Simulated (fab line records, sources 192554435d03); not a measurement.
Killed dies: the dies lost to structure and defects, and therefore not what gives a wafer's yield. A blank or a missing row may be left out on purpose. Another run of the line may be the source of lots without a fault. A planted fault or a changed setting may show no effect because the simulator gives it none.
Split-lot study    flow n5-finfet    39 wafers read across 7 lots, on a route 1938 steps long

ABOUT THE SPLIT
At N5_DUMMY_GATE_EXPOSE_12 (exposes mask GATE, target cd 25 nm), the setting dose-mj was moved away from the recipe's 34 on 12 of the 39 wafers read, by -5.0% to +5.4%. This setting was run at the recipe's value on the other wafers.

FROM THE SPLIT TO THE READING: what the file shows between them, 2 steps
- N5_DUMMY_GATE_PEB_13: peb time 60 s
- N5_DUMMY_GATE_DEVELOP_14: develop time 30 s

THE READING
At N5_DUMMY_GATE_CD_MEAS_15: cd-nm in nanometres, against a target cd of 25.8 nm. On this fab line, fault-free wafers typically give 25.07 nm with a standard deviation of 0.24 nm.

wafer   tool, chamber at the split  dose-mj as run  against the recipe  cd-nm, nm  against lot-mates on the recipe
L076.1  euv-scanner-01, 0           34              recipe              24.78      -
L076.2  euv-scanner-01, 0           34              recipe              24.91      -
L076.3  euv-scanner-01, 0           34              recipe              25.27      -
L076.4  euv-scanner-01, 0           34              recipe              25.40      -
L076.5  euv-scanner-01, 0           34              recipe              24.84      -
L076.6  euv-scanner-01, 0           34              recipe              25.32      -
L077.1  euv-scanner-01, 0           34              recipe              24.57      -
L077.2  euv-scanner-01, 0           34              recipe              24.95      -
L077.3  euv-scanner-01, 0           35.82           +5.4%               23.75      -1.16
L077.4  euv-scanner-01, 0           35.82           +5.4%               23.89      -1.02
L077.5  euv-scanner-01, 0           35.82           +5.4%               23.97      -0.94
L077.6  euv-scanner-01, 0           34              recipe              25.22      -
L079.1  euv-scanner-01, 0           34              recipe              25.02      -
L079.2  euv-scanner-01, 0           35.5            +4.4%               24.35      -0.88
L079.3  euv-scanner-01, 0           34              recipe              25.34      -
L079.4  euv-scanner-01, 0           34              recipe              25.33      -
L079.5  euv-scanner-01, 0           35.5            +4.4%               24.40      -0.83
L079.6  euv-scanner-01, 0           35.5            +4.4%               24.32      -0.91
L089.1  euv-scanner-01, 0           34              recipe              25.51      -
L089.2  euv-scanner-01, 0           34              recipe              25.00      -
L089.3  euv-scanner-01, 0           34              recipe              25.42      -
L089.4  euv-scanner-01, 0           34              recipe              25.15      -
L089.5  euv-scanner-01, 0           34              recipe              25.28      -
L089.6  euv-scanner-01, 0           34              recipe              24.99      -
L090.1  euv-scanner-02, 0           32.3            -5.0%               26.28      +1.24
L090.2  euv-scanner-02, 0           34              recipe              24.90      -
L090.3  euv-scanner-02, 0           32.3            -5.0%               25.86      +0.82
L090.4  euv-scanner-02, 0           34              recipe              25.07      -
L090.5  euv-scanner-02, 0           32.3            -5.0%               26.10      +1.06
L090.6  euv-scanner-02, 0           34              recipe              25.14      -
L091.3  euv-scanner-01, 0           34              recipe              24.62      -
L091.4  euv-scanner-01, 0           34              recipe              24.89      -
L091.5  euv-scanner-01, 0           34              recipe              25.31      -
L095.1  euv-scanner-01, 0           34.97           +2.9%               24.86      -0.19
L095.2  euv-scanner-01, 0           34              recipe              25.13      -
L095.3  euv-scanner-01, 0           34.97           +2.9%               24.95      -0.10
L095.4  euv-scanner-01, 0           34              recipe              24.87      -
L095.5  euv-scanner-01, 0           34.97           +2.9%               24.65      -0.40
L095.6  euv-scanner-01, 0           34              recipe              25.14      -

THE FIT
A straight line over all 39 wafers: cd-nm changes by -0.192 nm for each +1% of dose-mj; r = -0.90; the points scatter about the line by 0.24 nm.
The same after taking each lot's own level away (the mean of its wafers on the recipe; 39 wafers): -0.191 nm for each +1%; r = -0.91; scatter 0.21 nm.
The reading moves by 1 nm for the largest change in dose-mj, on that fit.
Measured against the standard deviation above, the lots' own levels, which go from 24.913 to 25.230 nm, span 1.3 times it.
So the lot-to-lot level changes the slope little: the two slopes agree.
Check: with one of the wafers moved furthest among these (+5.4%) left out of the fit, the line predicts -0.97 nm for it against its lot-mates. Against them it came out at -1.16 nm.

THE FILE'S OWN FIT
cd-nm changes by -0.188 nm for each +1% of dose-mj, r = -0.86.
